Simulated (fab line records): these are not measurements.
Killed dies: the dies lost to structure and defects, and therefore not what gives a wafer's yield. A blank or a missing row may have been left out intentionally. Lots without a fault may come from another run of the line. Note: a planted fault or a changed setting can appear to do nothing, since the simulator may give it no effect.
fab line records	flow n5Finfet
[record] lots = 10	wafers = 30	lastDay = 17
route steps=1938 shown GATE_CUT@510 BEOL_M4@1111 MIM_TOP@1837 MIM_BOT_ETCH@1867 PASSIVATION@1929
lots with no fault: from the same line, run without faults
startH: hours from the record's first day to the start of the lot's first wafer shown	waitH: hours since the lot's step before	" same as the row above	L1.1+2: a row that stands for several wafers	- no value, or no start was given	* or withheld: withheld	< > ~ a bound
route shown NAME@n: names a module that has steps shown in the file, with the first one's number in the route	usual: mean and standard deviation over wafers with no fault	same: alike in all rows	chamber/n: place in a boat	sites: the reading at each site	_std_site: standard deviation of those values	_edge_site: outer sites' mean less inner sites'	radiusMm: for every site, how far away it sits from the centre of the wafer	mask NAME#n: copy n	behind: the most recent tool/chamber to have shaped the wafer	hold: what put the lot on hold/how long, in hours/how the hold closed	device: whichever transistor did not switch (one of n, p or np)	end of line: the same wafers' tests at the end of the route	a step with no rows: only its recipe	killed: count of dies lost to structure and defects at first sort (not the wafer's yield)	map: shows each die of a wafer: x if killed, . if not, _ if none is there
set.NAME: the setting the step ran with; set.NAME@STEP: the setting that earlier step ran with	model.NAME: the simulator's own value behind a step, which no gauge read
steps of the route over a sample of lots; a table a step, a row a wafer
services: the hour from which a tool's chamber was out of use, counted from the record's first day as startH (under 0 if before that day), plus the number of hours and why
[[steps]]
[step N5_GATE_CUT_ALD_22]
[recipe] material = SiNx	targetThkA = 160	tempC = 400	aldPrecursorFamily = SiH2I2	aldCoReactant = N2/H2-plasma	pulseTimeS = 1	aldCycles = 320	purgeTimeS = 2	coReactantPurgeTimeS = 2	pressureTorr = 2
[usual] heaterPowerW = 836/48	precursorPulseHeightRel = 1.000/0.02
lot.wafer	tool	chamber	startH	waitH	heaterPowerW	precursorPulseHeightRel
L305.2	aldSin-01	2	84.99	0.0	926	0.976
L305.3	"	3	"	"	784	1.014
L305.5	"	1	"	"	759	0.987
L306.1	aldSin-03	1	91.96	0.0	835	1.002
L306.5	"	1	"	"	849	1.011
L306.6	"	0	"	"	837	1.009
L308.2	aldSin-01	1	102.62	0.0	787	0.966
L308.5	"	3	"	"	784	1.005
L308.6	"	2	"	"	887	1.008
L309.3	aldSin-01	2	113.21	1.5	911	1.035
L309.5	"	0	"	"	853	0.994
L309.6	"	3	"	"	781	1.026
L311.2	aldSin-03	0	127.02	0.1	861	1.014
L311.3	"	1	"	"	861	0.985
L311.6	"	2	"	"	824	0.970
L316.2	aldSin-01	3	152.37	0.0	773	0.985
L316.3	"	2	"	"	904	0.989
L316.5	"	3	"	"	779	1.042
L318.2	aldSin-03	2	170.31	0.1	841	0.999
L318.3	"	1	"	"	846	0.983
L318.5	"	3	"	"	797	0.968
L320.1	aldSin-02	1	177.59	0.3	831	1.028
L320.2	"	0	"	"	937	1.009
L320.5	"	1	"	"	801	1.019
L321.1	aldSin-02	3	188.76	1.1	796	0.977
L321.3	"	2	"	"	761	1.018
L321.4	"	1	"	"	832	0.975
L326.2	aldSin-02	2	214.57	0.0	774	1.027
L326.3	"	3	"	"	817	1.043
L326.4	"	1	"	"	831	1.008
[step N5_BEOL_M4_RC_MEAS_101]
[usual] DIBL_N = 36.2/1.6	DIBL_P = 36.1/2	IOFF_N = 0.16/0.032	IOFF_P = 0.22/0.036	ION_N = 672/11	ION_P = 463/7.5	SS_N = 71.4/0.58	SS_P = 73.2/0.67	VT_N = 250/3.3	VT_P = -250/3.3
lot.wafer	tool	chamber	startH	waitH	DIBL_N[mV/V]	DIBL_P[mV/V]	IOFF_N[nA/um]	IOFF_P[nA/um]	ION_N[uA/um]	ION_P[uA/um]	SS_N[mV/dec]	SS_P[mV/dec]	VT_N[mV]	VT_P[mV]
L305.2	prober-02	0	172.98	0.2	36.6	37.3	0.13	0.17	652	446	71.1	72.5	254	-257
L305.3	"	0	"	"	37.2	38.7	0.17	0.19	679	456	72.3	74.0	247	-251
L305.5	"	0	"	"	34.5	35.6	0.12	0.15	660	444	70.7	72.3	255	-256
L306.1	prober-01	0	175.49	0.0	35.8	35.9	0.15	0.24	678	477	71.1	73.3	249	-246
L306.5	"	0	"	"	33.8	32.6	0.11	0.19	659	464	70.3	72.6	253	-251
L306.6	"	0	"	"	35.6	34.7	0.15	0.22	672	470	71.3	72.8	248	-247
L308.2	prober-02	0	181.64	0.2	36.3	35.6	0.16	0.23	683	474	71.8	73.3	247	-250
L308.5	"	0	"	"	37.3	37.0	0.18	0.25	680	465	71.7	73.5	247	-246
L308.6	"	0	"	"	37.1	36.1	0.16	0.22	680	472	71.6	73.8	248	-250
L309.3	prober-01	0	197.74	0.3	38.3	35.2	0.17	0.21	679	465	71.6	73.2	248	-249
L309.5	"	0	"	"	35.9	32.5	0.13	0.18	662	458	71.3	71.8	248	-251
L309.6	"	0	"	"	36.2	33.4	0.13	0.19	671	460	71.5	72.3	251	-250
L311.2	prober-02	0	217.83	0.2	36.2	36.8	0.15	0.20	654	455	72.1	73.0	252	-251
L311.3	"	0	"	"	35.3	34.3	0.12	0.17	665	461	71.8	72.3	255	-253
L311.6	"	0	"	"	37.4	39.0	0.18	0.23	671	458	71.7	74.2	248	-250
L316.2	prober-01	0	238.05	0.2	35.3	35.8	0.15	0.24	675	474	71.6	72.6	250	-246
L316.3	"	0	"	"	36.7	37.5	0.18	0.27	681	474	72.1	73.8	247	-243
L316.5	"	0	"	"	36.0	36.4	0.15	0.24	677	471	71.7	73.5	250	-247
L318.2	prober-02	0	253.70	0.2	37.5	39.2	0.22	0.26	680	463	71.8	74.1	243	-250
L318.3	"	0	"	"	39.5	41.9	0.26	0.31	693	475	73.1	74.5	243	-246
L318.5	"	0	"	"	37.5	39.3	0.20	0.25	690	472	71.6	74.0	245	-250
L320.1	prober-02	0	270.23	0.0	35.3	35.2	0.15	0.20	676	465	71.4	73.8	248	-251
L320.2	"	0	"	"	41.1	40.7	0.29	0.29	699	466	73.2	74.8	240	-247
L320.5	"	0	"	"	36.6	37.4	0.17	0.23	674	466	71.1	73.8	247	-247
L321.1	prober-02	0	276.46	0.0	34.2	33.8	0.13	0.18	647	455	70.6	72.7	253	-253
L321.3	"	0	"	"	33.3	32.6	0.13	0.17	657	459	70.6	72.4	251	-251
L321.4	"	0	"	"	36.3	36.6	0.17	0.23	665	457	72.2	73.4	248	-250
L326.2	prober-02	0	294.98	0.2	33.0	30.8	0.11	0.15	649	449	71.1	72.6	257	-254
L326.3	"	0	"	"	38.4	38.8	0.20	0.27	676	463	71.9	74.0	248	-244
L326.4	"	0	"	"	35.4	34.2	0.13	0.19	670	463	71.2	72.6	251	-249
[step N5_MIM_TOP_DEGAS_04]
[recipe] ambient = vacuum	tempC = 300	timeS = 60
[usual] heaterPowerW = 459/55
lot.wafer	tool	chamber	startH	waitH	heaterPowerW
L305.2	pvdSputter-01	-	275.52	-	403
L305.3	"	-	"	"	405
L305.5	"	-	"	"	398
L306.1	pvdSputter-01	-	275.64	-	414
L306.5	"	-	"	"	490
L306.6	"	-	"	"	408
L308.2	pvdSputter-01	-	276.61	-	507
L308.5	"	-	"	"	490
L308.6	"	-	"	"	506
L309.3	pvdSputter-01	-	295.48	-	505
L309.5	"	-	"	"	406
L309.6	"	-	"	"	399
L311.2	pvdSputter-02	-	311.39	-	434
L311.3	"	-	"	"	586
L311.6	"	-	"	"	592
L316.2	pvdSputter-02	-	331.10	-	425
L316.3	"	-	"	"	478
L316.5	"	-	"	"	411
L318.2	pvdSputter-02	-	347.62	-	583
L318.3	"	-	"	"	428
L318.5	"	-	"	"	482
L320.1	pvdSputter-02	-	360.19	-	459
L320.2	"	-	"	"	597
L320.5	"	-	"	"	473
L321.1	pvdSputter-02	-	365.37	-	416
L321.3	"	-	"	"	576
L321.4	"	-	"	"	473
L326.2	pvdSputter-01	-	386.34	-	401
L326.3	"	-	"	"	496
L326.4	"	-	"	"	406
[step N5_MIM_BOT_ETCH_ETCH_03]
[recipe] chemistry = Cl2/BCl3	targetDepthA = 120	pressureMtorr = 8	icpW = 800	biasW = 100	Cl2_flow_sccm = 20	bcl3FlowSccm = 80
[usual] drypumpMotorCurrentA = 5.8/0.36	oesProductAu = 0.79/0.097	throttleValvePct = 27.58/0.23
lot.wafer	tool	chamber	startH	waitH	drypumpMotorCurrentA	oesProductAu	rfHoursCounterH	throttleValvePct
L305.2	rieMetal-03	1	276.97	0.1	5.7	0.88	-	27.81
L305.3	"	1	"	"	5.7	0.88	-	27.83
L305.5	"	1	"	"	5.7	0.88	-	27.82
L306.1	rieMetal-03	1	277.37	0.1	5.7	0.89	13	27.81
L306.5	"	1	"	"	5.7	0.88	-	27.84
L306.6	"	1	"	"	5.7	0.89	-	27.82
L308.2	rieMetal-01	1	278.17	0.1	6.3	0.66	108	27.37
L308.5	"	0	"	"	5.3	0.92	-	27.44
L308.6	"	1	"	"	6.3	0.65	-	27.37
L309.3	rieMetal-03	1	297.18	0.1	5.8	0.88	-	27.85
L309.5	"	0	"	"	6.1	0.75	-	27.66
L309.6	"	1	"	"	5.7	0.87	-	27.82
L311.2	rieMetal-01	1	313.55	0.1	6.3	0.65	112	27.37
L311.3	"	0	"	"	5.3	0.89	-	27.44
L311.6	"	1	"	"	6.3	0.65	-	27.35
L316.2	rieMetal-02	0	332.53	0.1	5.8	0.68	93	27.31
L316.3	"	0	"	"	5.8	0.68	-	27.31
L316.5	"	0	"	"	5.8	0.68	-	27.31
L318.2	rieMetal-03	1	349.34	0.1	5.7	0.84	21	27.85
L318.3	"	1	"	"	5.7	0.84	-	27.85
L318.5	"	0	"	"	6.2	0.75	-	27.68
L320.1	rieMetal-02	1	361.73	0.1	5.2	0.80	29	27.94
L320.2	"	0	"	"	5.8	0.68	94	27.32
L320.5	"	1	"	"	5.3	0.79	-	27.94
L321.1	rieMetal-02	1	367.68	0.1	5.3	0.81	30	27.96
L321.3	"	1	"	"	5.2	0.80	-	27.95
L321.4	"	0	"	"	5.8	0.67	-	27.32
L326.2	rieMetal-02	0	388.28	0.1	5.8	0.67	97	27.33
L326.3	"	1	"	"	5.3	0.80	-	27.95
L326.4	"	0	"	"	5.8	0.66	-	27.32
[step N5_PASSIVATION_PASS_ETCH_47]
[recipe] chemistry = CF4/O2	target = SiNx	targetDepthA = 7700	timeS = 385	ionEnergyEv = 100	pressureMtorr = 40	sourceW = 535	biasW = 49	Ar_flow_sccm = 100	cf4FlowSccm = 100	O2_flow_sccm = 10
[usual] drypumpMotorCurrentA = 5.6/0.5	oesProductAu = 0.84/0.065	rfVppV = 239/4.2	showerheadPlenumPTorr = 2.24/0.089	throttleValvePct = 15.75/0.22
lot.wafer	tool	chamber	startH	waitH	drypumpMotorCurrentA	oesProductAu	rfHoursCounterH	rfVppV	showerheadPlenumPTorr	throttleValvePct
L308.2	rieDiel-01	3	285.02	0.0	6.0	0.86	50	238	2.17	15.93
L308.5	"	2	"	"	5.1	0.90	-	245	2.16	15.41
L308.6	"	1	"	"	6.7	0.87	-	236	2.15	15.91
L305.2	rieDiel-06	0	286.00	0.0	5.5	0.89	40	231	2.32	15.67
L305.3	"	2	"	"	5.5	0.81	93	239	2.21	16.14
L305.5	"	1	"	"	4.9	0.77	-	245	2.21	15.75
L306.1	rieDiel-01	1	286.10	0.0	6.7	0.87	44	238	2.15	15.90
L306.5	"	1	"	"	6.7	0.88	-	239	2.15	15.93
L306.6	"	2	"	"	5.1	0.89	-	243	2.16	15.42
L309.3	rieDiel-06	0	304.37	0.0	5.5	0.88	45	231	2.32	15.68
L309.5	"	0	"	"	5.5	0.88	-	231	2.32	15.67
L309.6	"	1	"	"	4.9	0.76	-	246	2.21	15.75
L311.2	rieDiel-06	3	320.75	0.0	5.3	0.84	65	237	2.15	15.52
L311.3	"	1	"	"	4.9	0.76	168	248	2.20	15.74
L311.6	"	0	"	"	5.5	0.87	-	230	2.32	15.70
L316.2	rieDiel-06	1	339.27	0.0	4.9	0.75	175	246	2.20	15.78
L316.3	"	2	"	"	5.5	0.80	110	240	2.21	16.15
L316.5	"	0	"	"	5.5	0.86	-	231	2.32	15.70
L318.2	rieDiel-02	1	356.18	0.0	5.4	0.88	36	245	2.34	15.66
L318.3	"	2	"	"	5.4	0.84	75	241	2.32	15.81
L318.5	"	1	"	"	5.4	0.88	-	244	2.34	15.66
L320.1	rieDiel-01	0	368.88	0.0	6.0	0.73	186	234	2.20	15.98
L320.2	"	3	"	"	6.1	0.81	81	238	2.16	16.00
L320.5	"	0	"	"	6.0	0.73	-	236	2.20	15.98
L321.1	rieDiel-02	3	373.52	0.0	6.5	0.92	20	240	2.34	15.34
L321.3	"	0	"	"	5.6	0.95	2	238	2.34	15.60
L321.4	"	1	"	"	5.4	0.86	44	244	2.34	15.66
L326.2	rieDiel-06	0	394.25	0.0	5.5	0.84	77	231	2.31	15.74
L326.3	"	3	"	"	5.3	0.81	92	239	2.14	15.58
L326.4	"	1	"	"	4.9	0.74	193	246	2.20	15.79
[step N5_PASSIVATION_PROBE_49]
[usual] defectLimitedYield = 91.4/1.3	killed_at_M0_to_M3 = 34/10	killed_at_M4_up = 14/5.6	killedAtContacts = 13/5.9	killedAtFrontEnd = 37/9.9	killedAtOther = 3.5/2.8	killedDies = 101/15	killedOnRim = 13/3.9	killedOpen = 67/12	killedShort = 32/6.6	sort_bin_4_leakage = 0.00/0.014	sort_bin_5_function = 5.0/0.81	sort_bin_6_memory = 3.2/0.66	sort_bin_8_speed = 0.00/0.007	sortNPass = 1079/15	sortYieldPct = 91.4/1.3
[same] grossDies = 1180	killedAtBackSide = 0
lot.wafer	tool	chamber	startH	waitH	defectLimitedYield[%]	killed_at_M0_to_M3	killed_at_M4_up	killedAtContacts	killedAtFrontEnd	killedAtOther	killedDies	killedOnRim	killedOpen	killedShort	sort_bin_4_leakage[%]	sort_bin_5_function[%]	sort_bin_6_memory[%]	sort_bin_8_speed[%]	sortNPass	sortYieldPct[%]
L308.2	prober-02	-	288.47	0.1	92.5	39	12	8	26	3	88	16	59	28	0	4.0	3.2	0	1092	92.5
L308.5	prober-02	-	288.62	0.2	92.6	33	22	4	26	2	87	13	61	23	0	4.4	2.5	0	1093	92.6
L308.6	prober-02	-	288.67	0.3	92.4	34	14	8	30	4	90	16	55	34	0	4.3	3.2	0	1090	92.4
L309.3	prober-02	-	308.74	0.1	64.8	29	11	19	352	4	415	152	65	32	0	5.1	2.8	0	765	64.8
L309.5	prober-02	-	308.84	0.2	64.6	38	14	11	353	2	418	152	68	28	0	4.8	3.1	0	762	64.6
L309.6	prober-02	-	308.89	0.3	63.1	42	15	11	368	0	436	152	81	28	0	6.4	2.5	0	744	63.1
L311.2	prober-02	-	323.84	0.1	92.3	31	8	19	24	9	91	14	59	31	0	4.6	2.8	0	1089	92.3
L311.3	prober-02	-	323.89	0.1	91.9	29	17	16	31	2	95	9	68	27	0	4.7	3.3	0	1085	91.9
L311.6	prober-02	-	324.04	0.3	92.1	23	9	11	42	8	93	13	51	42	0	4.7	2.6	0	1087	92.1
L316.2	prober-01	-	342.33	0.1	65.6	20	13	21	350	2	406	152	60	29	0	4.5	2.9	0	774	65.6
L316.3	prober-01	-	342.38	0.1	65.4	17	10	16	357	8	408	152	52	30	0	3.6	2.7	0	772	65.4
L316.5	prober-01	-	342.48	0.2	65.8	20	11	18	352	3	404	152	58	30	0	5.1	2.2	0	776	65.8
L318.2	prober-02	-	359.23	0.1	93.7	18	13	22	16	5	74	7	42	32	0	3.4	2.7	0	1106	93.7
L318.3	prober-02	-	359.28	0.1	92.3	19	10	36	22	4	91	16	62	29	0	4.9	2.6	0	1089	92.3
L318.5	prober-02	-	359.38	0.2	90.8	29	10	25	44	0	108	18	66	42	0	5.4	3.6	0	1072	90.8
L320.1	prober-01	-	371.93	0.0	91.8	23	14	9	51	0	97	10	73	24	0	5.4	2.5	0	1083	91.8
L320.2	prober-01	-	371.98	0.1	91.9	33	21	8	34	0	96	15	64	32	0.17	4.6	3.4	0	1082	91.7
L320.5	prober-01	-	372.13	0.2	87.6	55	20	21	45	5	146	14	96	50	0	7.1	4.5	0	1034	87.6
L321.1	prober-01	-	376.57	0.0	89.5	32	13	18	57	4	124	12	75	48	0	6.4	3.6	0	1056	89.5
L321.3	prober-01	-	376.67	0.1	91.9	53	6	11	26	0	96	15	69	27	0	4.1	4.0	0	1084	91.9
L321.4	prober-01	-	376.72	0.2	89.8	53	10	15	42	0	120	16	84	36	0	5.8	3.9	0	1060	89.8
L326.2	prober-01	-	397.32	0.1	90.0	52	27	4	29	6	118	10	86	31	0	5.5	4.4	0	1062	90.0
L326.3	prober-01	-	397.37	0.1	92.5	32	13	13	28	3	89	14	50	39	0	4.6	2.5	0	1091	92.5
L326.4	prober-01	-	397.42	0.2	91.1	50	13	6	33	3	105	10	76	29	0	5.4	3.3	0	1075	91.1
// killed by level:class
L308.2 BEOL_M2:geometricParticle:open=9 STI_FIN_REVEAL:geometricParticle:open=8 MOL_CONTACT_COAG:geometricParticle:open=8 BEOL_M0_SAQP:geometricParticle:open=6 GATE_CUT:geometricParticle:short=5 BEOL_M0_SAQP:geometricParticle:short=5 BEOL_M0:geometricParticle:open=5 BEOL_M1:geometricParticle:open=4
L308.5 BEOL_M2:geometricParticle:open=12 BEOL_M4:geometricParticle:open=10 GATE_CUT:geometricParticle:short=6 BEOL_M0_SAQP:geometricParticle:open=6 STI_FIN_REVEAL:geometricParticle:open=4 BEOL_M1:geometricParticle:open=4 FIN_SAQP:geometricParticle:open=3 GATE_CUT:geometricParticle:open=3
L308.6 MOL_CONTACT_COAG:geometricParticle:open=7 FIN_SAQP:geometricParticle:short=6 BEOL_M0_SAQP:geometricParticle:short=6 STI_FIN_REVEAL:geometricParticle:open=5 BEOL_M0_SAQP:geometricParticle:open=5 BEOL_M2:geometricParticle:open=5 BEOL_M4:geometricParticle:open=5 BEOL_M1:geometricParticle:short=4
L309.3 GATE_CUT:areaAld=317 MOL_CONTACT_COAG:geometricParticle:open=16 FIN_SAQP:geometricParticle:open=10 FIN_SAQP:geometricParticle:short=6 BEOL_M0_SAQP:geometricParticle:open=6 GATE_CUT:geometricParticle:short=5 BEOL_M0_SAQP:geometricParticle:short=5 STI_FIN_REVEAL:geometricParticle:open=4
L309.5 GATE_CUT:areaAld=322 BEOL_M3:geometricParticle:open=14 MOL_CONTACT_COAG:geometricParticle:open=10 STI_FIN_REVEAL:geometricParticle:open=8 BEOL_M4:geometricParticle:open=8 FIN_SAQP:geometricParticle:open=6 BEOL_M2:geometricParticle:open=6 BEOL_M0_SAQP:geometricParticle:short=4
L309.6 GATE_CUT:areaAld=327 FIN_SAQP:geometricParticle:open=13 STI_FIN_REVEAL:geometricParticle:open=12 BEOL_M2:geometricParticle:open=12 BEOL_M3:geometricParticle:open=8 MOL_CONTACT_COAG:geometricParticle:open=7 BEOL_M4:geometricParticle:open=6 BEOL_M1:geometricParticle:open=5
L311.2 MOL_CONTACT_COAG:geometricParticle:open=16 BEOL_M0_SAQP:geometricParticle:open=12 BEOL_M0_SAQP:geometricParticle:short=8 FIN_SAQP:geometricParticle:short=6 FIN_SAQP:geometricParticle:open=4 BEOL_M4:geometricParticle:open=4 STI_FIN_REVEAL:geometricParticle:short=3 BEOL_M2:geometricParticle:open=3
L311.3 MOL_CONTACT_COAG:geometricParticle:open=16 BEOL_M0_SAQP:geometricParticle:short=9 BEOL_M0_SAQP:geometricParticle:open=8 BEOL_M4:geometricParticle:open=8 GATE_CUT:geometricParticle:short=7 BEOL_M2:geometricParticle:open=7 STI_FIN_REVEAL:geometricParticle:open=6 FIN_SAQP:geometricParticle:open=4
L311.6 FIN_SAQP:geometricParticle:open=12 MOL_CONTACT_COAG:geometricParticle:open=10 FIN_SAQP:geometricParticle:short=7 BEOL_M0_SAQP:geometricParticle:short=6 STI_FIN_REVEAL:geometricParticle:open=5 BEOL_M2:geometricParticle:short=4 BEOL_M2:geometricParticle:open=4 STI_FIN_REVEAL:geometricParticle:short=3
L316.2 GATE_CUT:areaAld=316 MOL_CONTACT_COAG:geometricParticle:open=15 FIN_SAQP:geometricParticle:open=6 MOL_CONTACT_COAG:geometricParticle:short=6 BEOL_M4:geometricParticle:open=6 FIN_SAQP:geometricParticle:short=5 BEOL_M0_SAQP:geometricParticle:open=5 DUMMY_GATE:geometricParticle:open=4
L316.3 GATE_CUT:areaAld=321 MOL_CONTACT_COAG:geometricParticle:open=14 FIN_SAQP:geometricParticle:short=8 FIN_SAQP:geometricParticle:open=7 BEOL_M4:geometricParticle:open=6 STI_FIN_REVEAL:geometricParticle:open=5 HKMG_FIN:areaEtch=5 BEOL_M0_SAQP:geometricParticle:short=4
L316.5 GATE_CUT:areaAld=313 MOL_CONTACT_COAG:geometricParticle:open=15 FIN_SAQP:geometricParticle:open=9 FIN_SAQP:geometricParticle:short=7 BEOL_M0:geometricParticle:open=6 BEOL_M0_SAQP:geometricParticle:open=6 DUMMY_GATE:geometricParticle:open=5 GATE_CUT:geometricParticle:open=4
L318.2 MOL_CONTACT_COAG:geometricParticle:open=13 MOL_CONTACT_COAG:geometricParticle:short=9 BEOL_M4:geometricParticle:open=6 BEOL_M2:geometricParticle:open=5 FIN_SAQP:geometricParticle:short=4 BEOL_M0_SAQP:geometricParticle:short=4 STI_FIN_REVEAL:geometricParticle:open=3 ILD0:geometricParticle:short=2
L318.3 MOL_CONTACT_COAG:geometricParticle:open=27 MOL_CONTACT_COAG:geometricParticle:short=9 STI_FIN_REVEAL:geometricParticle:open=7 BEOL_M1:geometricParticle:open=7 STARTING-WAFER:geometricParticle:open=4 STI_FIN_REVEAL:geometricParticle:short=3 ILD0:geometricParticle:short=3 BEOL_M0_SAQP:geometricParticle:open=3
L318.5 STI_FIN_REVEAL:geometricParticle:open=17 MOL_CONTACT_COAG:geometricParticle:open=16 FIN_SAQP:geometricParticle:short=9 MOL_CONTACT_COAG:geometricParticle:short=9 BEOL_M2:geometricParticle:open=8 BEOL_M3:geometricParticle:short=8 STI_FIN_REVEAL:geometricParticle:short=7 BEOL_M0_SAQP:geometricParticle:open=5
L320.1 STI_FIN_REVEAL:geometricParticle:open=24 FIN_SAQP:geometricParticle:open=7 BEOL_M0_SAQP:geometricParticle:open=6 BEOL_M4:geometricParticle:open=6 STI_FIN_REVEAL:geometricParticle:short=5 MOL_CONTACT_COAG:geometricParticle:open=5 BEOL_M3:geometricParticle:open=4 ILD0:geometricParticle:short=4
L320.2 STI_FIN_REVEAL:geometricParticle:open=11 BEOL_M0_SAQP:geometricParticle:short=11 BEOL_M4:geometricParticle:open=7 MOL_CONTACT_COAG:geometricParticle:open=6 BEOL_M2:geometricParticle:open=6 BEOL_M3:geometricParticle:short=5 BEOL_M8:geometricParticle:open=5 BEOL_M0_SAQP:geometricParticle:open=4
L320.5 MOL_CONTACT_COAG:geometricParticle:open=18 STI_FIN_REVEAL:geometricParticle:open=12 BEOL_M1:geometricParticle:open=12 BEOL_M0_SAQP:geometricParticle:short=11 BEOL_M0_SAQP:geometricParticle:open=11 BEOL_M4:geometricParticle:open=9 BEOL_M3:geometricParticle:open=7 ILD0:geometricParticle:short=6
L321.1 STI_FIN_REVEAL:geometricParticle:open=17 MOL_CONTACT_COAG:geometricParticle:open=11 FIN_SAQP:geometricParticle:short=7 GATE_CUT:geometricParticle:short=7 MOL_CONTACT_COAG:geometricParticle:short=7 BEOL_M0_SAQP:geometricParticle:short=6 BEOL_M0_SAQP:geometricParticle:open=6 FIN_SAQP:geometricParticle:open=5
L321.3 BEOL_M0_SAQP:geometricParticle:open=12 MOL_CONTACT_COAG:geometricParticle:open=11 BEOL_M0_SAQP:geometricParticle:short=10 BEOL_M1:geometricParticle:open=8 BEOL_M3:geometricParticle:open=8 FIN_SAQP:geometricParticle:open=6 BEOL_M2:geometricParticle:open=6 STI_FIN_REVEAL:geometricParticle:open=4
L321.4 MOL_CONTACT_COAG:geometricParticle:open=14 BEOL_M0_SAQP:geometricParticle:short=14 BEOL_M0_SAQP:geometricParticle:open=13 STI_FIN_REVEAL:geometricParticle:open=12 FIN_SAQP:geometricParticle:open=7 BEOL_M1:geometricParticle:open=7 GATE_CUT:geometricParticle:short=6 BEOL_M2:geometricParticle:open=6
L326.2 BEOL_M0_SAQP:geometricParticle:open=14 BEOL_M4:geometricParticle:open=13 BEOL_M0_SAQP:geometricParticle:short=10 BEOL_M0:geometricParticle:open=9 BEOL_M3:geometricParticle:open=9 FIN_SAQP:geometricParticle:open=5 STI_FIN_REVEAL:geometricParticle:open=5 GATE_CUT:geometricParticle:short=4
L326.3 GATE_CUT:geometricParticle:short=9 BEOL_M0_SAQP:geometricParticle:short=8 BEOL_M4:geometricParticle:open=8 MOL_CONTACT_COAG:geometricParticle:open=7 MOL_CONTACT_COAG:geometricParticle:short=6 BEOL_M2:geometricParticle:open=5 BEOL_M0_SAQP:geometricParticle:open=4 BEOL_M1:geometricParticle:short=4
L326.4 BEOL_M3:geometricParticle:open=11 BEOL_M0_SAQP:geometricParticle:open=10 BEOL_M0_SAQP:geometricParticle:short=8 BEOL_M4:geometricParticle:open=8 BEOL_M2:geometricParticle:open=8 FIN_SAQP:geometricParticle:open=7 STI_FIN_REVEAL:geometricParticle:open=5 GATE_CUT:geometricParticle:short=5
[[services]]
tool	chamber	startH	hours	kind
pvdSputter-02	-	78.25	1.7	repair
pvdSputter-01	-	99.50	4.9	repair
rieDiel-01	-	105.62	2.8	pm
rieMetal-02	-	107.96	1.2	repair
aldSin-01	-	114.67	2.8	pm
aldSin-01	-	157.02	14.6	pm
pvdSputter-02	-	157.68	14.3	repair
aldSin-01	-	176.75	14.0	pm
rieMetal-03	0	196.03	8.7	repair
aldSin-01	2	197.06	3.2	repair
pvdSputter-02	-	207.32	1.6	repair
rieDiel-06	2	212.80	6.6	repair
rieDiel-01	0	231.78	6.0	repair
aldSin-03	-	237.07	0.9	repair
rieMetal-03	0	260.76	36.1	repair
aldSin-02	-	268.31	14.0	pm
aldSin-03	2	275.70	5.3	repair
rieMetal-02	1	294.58	2.0	repair
rieMetal-02	-	299.12	14.6	pm
aldSin-01	1	322.57	8.7	repair
rieDiel-06	0	323.70	2.2	repair
rieMetal-02	1	325.37	6.3	repair
aldSin-01	2	357.31	2.5	repair
aldSin-01	-	378.10	15.6	pm
[[key]]
[firstSign] step = N5_PASSIVATION_PROBE_49	reading = killedAtFrontEnd	direction = up	sigmas = 32	usual = 37	struck = 355
[effect] step = N5_PASSIVATION_PROBE_49	reading = defectLimitedYield	direction = down	sigmas = 21	usual = 91.4	struck = 64.9
[moreKillsBornAt] N5_GATE_CUT_ALD_22@aldSin-01 = 1916
metAt N5_GATE_CUT_ALD_22
struckLots L309,L316
notActingAt N5_MIM_TOP_DEGAS_04,N5_MIM_BOT_ETCH_ETCH_03,N5_PASSIVATION_PASS_ETCH_47
onsetBetween 102.62 113.21
[fault] kind = siteProfileDrift	tool = aldSin-01	chamber = -	onsetH = 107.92	steps = N5_GATE_CUT_ALD_22	basis = fraction	maxAbsDrift = 0.38992	slopeSharePerHr = 86.648	sitePattern = 0,0,0,0,0,-1,-1,-1,-1
